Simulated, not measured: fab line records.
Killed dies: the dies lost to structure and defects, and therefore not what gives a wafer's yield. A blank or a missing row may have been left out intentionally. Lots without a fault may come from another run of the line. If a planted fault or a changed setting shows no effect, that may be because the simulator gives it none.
Matching of chambers | flow n5_finfet | N5_BEOL_M5_DESCUM_33 on rie_diel-01 has 4 sister chambers
The step chemistry O2, time 7 s. 8 wafers are shown with their chamber, then 12 later ones without.

WAFERS WITH THEIR CHAMBER
wafer  | chamber | showerhead_plenum_p_Torr (Torr) | drypump_motor_current_A (A)
L085.1 | 3       | 2.12                            | 5.4
L085.6 | 0       | 2.22                            | 5.1
L086.1 | 3       | 2.12                            | 5.4
L086.2 | 2       | 2.06                            | 5.5
L086.3 | 1       | 2.22                            | 5.9
L089.1 | 1       | 2.22                            | 6.0
L089.2 | 2       | 2.05                            | 5.5
L089.5 | 0       | 2.22                            | 5.1

WAFERS WITHOUT THEIR CHAMBER
wafer  | showerhead_plenum_p_Torr (Torr) | drypump_motor_current_A (A)
L091.2 | 2.22                            | 5.9
L091.4 | 2.05                            | 5.5
L091.5 | 2.12                            | 5.4
L093.1 | 2.05                            | 5.5
L093.3 | 2.22                            | 5.9
L093.6 | 2.12                            | 5.4
L094.2 | 2.21                            | 5.1
L094.3 | 2.05                            | 5.6
L094.5 | 2.11                            | 5.4
L097.1 | 2.05                            | 5.5
L097.2 | 2.21                            | 5.1
L097.3 | 2.11                            | 5.4

CHAMBER TAKEN BY EACH
wafer  | from the rows above | in truth
L091.2 | 1                   | 1
L091.4 | 2                   | 2
L091.5 | 3                   | 3
L093.1 | 2                   | 2
L093.3 | 1                   | 1
L093.6 | 3                   | 3
L094.2 | 0                   | 0
L094.3 | 2                   | 2
L094.5 | 3                   | 3
L097.1 | 2                   | 2
L097.2 | 0                   | 0
L097.3 | 3                   | 3
Placed correctly: 12 of 12. Left unplaced by these rows: 0. 0 placed wrongly.
How it was worked out, from the rows above alone: a wafer's distance from a chamber is the root of the sum, over the readings, of the square of ((its reading less the chamber's mean) divided by the reading's scatter). The wafer belongs to the nearest chamber; if the next one is less than 2 further off, it can't be placed. Each chamber's mean is taken over the wafers shown for it. The scatter is the square root of a quotient: the sum, over the shown wafers, of each reading's squared deviation from its chamber's mean, divided by wafers minus chambers.
